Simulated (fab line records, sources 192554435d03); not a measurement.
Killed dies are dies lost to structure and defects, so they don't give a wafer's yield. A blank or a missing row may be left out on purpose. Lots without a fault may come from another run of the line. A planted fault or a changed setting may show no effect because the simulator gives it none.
A struck lot beside a sound one | flow n5_finfet | 17 steps out of a route of 1938
Sound: wafers L738.2, L738.4, L738.6. Struck: wafers L751.1, L751.5, L751.6. The cause comes at the end.
At each step with rows: each side's tool, then ch and its chambers, then its first start. Under that, the readings that differ: sound wafers | struck wafers | difference of the means | sigmas: that difference in standard deviations of wafers without a fault.
alike: readings whose means differ by less than 2 such deviations, and words and numbers that are the same on both sides. not compared: withheld readings, readings that some wafer has no value for, bounds like >300 that may hide the same value, and numbers for which the record gives no deviation and whose values overlap.
The two part at a step that has a row with sigmas, a row that says differs or no value, or rows on one side only. Numbers that don't overlap but have no deviation are shown without sigmas and don't part them. A reading that every wafer of one side lacks parts them only if that side has two wafers or more.

first, 11 steps without rows for these wafers: N5_BEOL_M3_DESCUM_33 (chemistry O2, time 7 s); N5_BEOL_M3_ETCH_77 (etches underlayer in N2/H2, target depth 6.5 nm, time 5.2 s); N5_BEOL_M3_ETCH_69 (etches SiARC in CF4, target depth 15.6 nm, time 26 s); N5_BEOL_M3_ALD_98 (deposits SiO2, target thk 2.5 nm, pulse time 1 s, co reactant pulse time 1 s); N5_BEOL_M3_ETCHBACK_99 (etches SiO2 in CHF3, target depth 5 nm, time 10.4 s); N5_BEOL_M3_ETCH_70 (etches SOC in N2/H2, target depth 80 nm, overetch 16 nm, time 120 s); N5_BEOL_M3_STRIP_71 (strips in N2/H2); N5_BEOL_M3_STRIP_78 (strips in N2/H2); N5_BEOL_M3_VIA_ETCH_34 (etches the open film in C4F6/O2, target depth 69.4 nm, time 65.9 s); N5_BEOL_M3_STRIP_83 (strips in C4F6/O2); N5_BEOL_M3_STRIP_36 (strips in N2/H2).
N5_BEOL_M3_TRENCH_ETCH_37: etches SiOC in C4F6/O2, target depth 55.555 nm, time 29.2 s.
  sound on rie_diel-04 ch 1,2, day 9 16:52; struck on rie_diel-04 ch 0,2,3, day 12 20:08
  reading                                    | sound             | struck            | difference | sigmas
  mfc_ar_sccm (sccm)                         | 299.2 298.0 300.0 | 301.7 300.5 301.3 | +2.1       | +2
  rf_fwd_power_W (W)                         | 349.4 352.0 349.8 | 137.6 137.8 136.7 | -213.0     | -99 or more
  rf_vpp_V (V)                               | 687 670 687       | 797 807 771       | +110       | +8
  model.BEOL_M3.feature_depth_nm (nm)        | 55 56.4 54.4      | 38 39.6 39.2      | -16        |
  model.etch.depth_nm (nm)                   | 55.1 56.41 54.48  | 38.07 39.52 39.3  | -16.37     |
  model.TiN_of_BEOL_M3_HM_DEP_02.thk_nm (nm) | 17.8 17.6 17.4    | 18.4 18.4 18      | +0.7       |
  alike: chamber_pressure_mTorr, drypump_motor_current_A, oes_product_au, showerhead_plenum_p_Torr, throttle_valve_pct
  not compared: rf_hours_counter_h
then, 2 steps without rows for these wafers: N5_BEOL_M3_ETCH_41 (etches SiCN in CH3F/O2, target depth 29.9 nm, time 52.5 s); N5_BEOL_M3_STRIP_97 (strips in N2/H2, time 10 s).
N5_BEOL_M3_OCD_MEAS_38:
  sound on ocd-02, day 9 17:01; struck on ocd-02, day 12 20:17
  reading              | sound          | struck         | difference | sigmas
  trench_depth_nm (nm) | 55.2 56.7 54.2 | 38.7 40.1 39.5 | -15.9      | -16
then, 1 step without rows for these wafers: N5_BEOL_M3_HM_STRIP_39 (strips TiN in peroxide tin strip, target depth 25 nm, time 158 s).
N5_BEOL_M4_RC_MEAS_101:
  sound on prober-01 ch 0, day 10 11:53; struck on prober-02 ch 0, day 13 23:53
  reading       | sound          | struck         | difference | sigmas
  DIBL_N (mV/V) | 37.2 40.0 37.9 | 34.8 33.5 33.5 | -4.4       | -2
  DIBL_P (mV/V) | 37.0 40.8 37.3 | 34.8 33.6 33.8 | -4.3       | -2
  alike: IOFF_N, IOFF_P, ION_N, ION_P, SS_N, SS_P, VT_N, VT_P

WHERE THEY PART
First at N5_BEOL_M3_TRENCH_ETCH_37; last, within this record, at N5_BEOL_M4_RC_MEAS_101.

WHY: what the simulator had put in
Process parameter drift: rie_diel-04, from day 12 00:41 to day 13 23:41, at N5_BEOL_M3_TRENCH_ETCH_37. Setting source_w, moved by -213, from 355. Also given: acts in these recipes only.
